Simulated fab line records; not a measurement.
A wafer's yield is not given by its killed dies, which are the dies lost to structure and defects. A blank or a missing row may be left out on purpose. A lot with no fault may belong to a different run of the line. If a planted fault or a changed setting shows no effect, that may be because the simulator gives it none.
Comparing a struck lot with a sound one / flow nand-harc / 14 steps out of a route of 1159
Sound: the wafers L840.2, L840.3, L840.6. The struck wafers were L852.1, L852.5, L852.6. The cause is named last.
At each step with rows: each side's tool, then ch and its chambers, then its first start. Under that, the readings that differ: sound wafers / struck wafers / difference of the means / sigmas: that difference in standard deviations of wafers without a fault.
alike: a reading whose means differ by less than 2 such deviations, as well as words and numbers matching on both sides. not compared: withheld readings; readings where some wafer has no value; bounds like >300 that might hide an equal value; numbers whose values overlap and for which the record gives no deviation.
A row with sigmas, a row that says differs or no value, or rows on one side alone: a step with any of these is where the two part. Numbers that have no deviation but don't overlap get no sigmas and don't part them. A reading missing from all wafers of one side parts the sides only when that side holds two or more wafers.

first, 1 step without rows for these wafers: NHARC_A_ONON_D1_DEP_09 (target thk 1000 nm).
NHARC_A_ONON_D1_THK_MEAS_11: measures by ellipsometry.
  struck on film-metro-01, day 11 23:23; sound on film-metro-01, day 9 07:53
reading=thk-nm (nm); sound=991 990 990; struck=1009 1013 1011; difference=+21; sigmas=+2
then NHARC_A_ONON_D1_DEP_12 (target thk 1000 nm), 1 step lacking rows for these wafers.
NHARC_A_ONON_D1_THK_MEAS_14: measures by ellipsometry.
  struck on film-metro-01, day 11 23:57; sound on film-metro-02, day 9 08:27
  alike: thk-nm
then, 2 steps without rows for these wafers: NHARC_A_ONON_D1_ANNEAL_15 (time 3600 s); NHARC_A_ONON_D1_DEP_16 (target thk 1000 nm).
NHARC_A_ONON_D1_THK_MEAS_18: measures by ellipsometry.
  struck on film-metro-02, day 12 08:00; sound on film-metro-01, day 9 15:29
  alike: thk-nm
then NHARC_A_ONON_D1_DEP_19 (target thk 1000 nm), 1 step lacking rows for these wafers.
NHARC_A_ONON_D1_THK_MEAS_21: measures by ellipsometry.
  struck on film-metro-02, day 12 08:34; sound on film-metro-01, day 9 16:02
  alike: thk-nm
then NHARC_A_ONON_D1_DEP_22 (target thk 1000 nm), 1 step lacking rows for these wafers.
NHARC_A_ONON_D1_THK_MEAS_24: measures by ellipsometry.
  struck on film-metro-02, day 12 09:08; sound on film-metro-02, day 9 16:36
  alike: thk-nm
NHARC_A_ONON_D1_DEP_25: target thk 1000 nm.
  sound on pecvd-onon-02 ch 0, day 9 16:43; struck on pecvd-onon-02 ch 0, day 12 09:11
NHARC_A_ONON_D1_THK_MEAS_27: measures by ellipsometry.
  struck on film-metro-02, day 12 09:52; sound on film-metro-02, day 9 17:10
reading=thk-nm (nm); sound=1024 1024 1026; struck=1627 1628 1628; difference=+603; sigmas=+65
  not compared: hold
NHARC_END_SORT_01:
  the record has rows for the sound wafers here (prober-01 ch 0, day 21 18:17) and none for the struck ones

== WHERE THEY PART ==
At NHARC_A_ONON_D1_THK_MEAS_11 first; at NHARC_END_SORT_01 last (within this record only).

WHY: what had been put in by the simulator
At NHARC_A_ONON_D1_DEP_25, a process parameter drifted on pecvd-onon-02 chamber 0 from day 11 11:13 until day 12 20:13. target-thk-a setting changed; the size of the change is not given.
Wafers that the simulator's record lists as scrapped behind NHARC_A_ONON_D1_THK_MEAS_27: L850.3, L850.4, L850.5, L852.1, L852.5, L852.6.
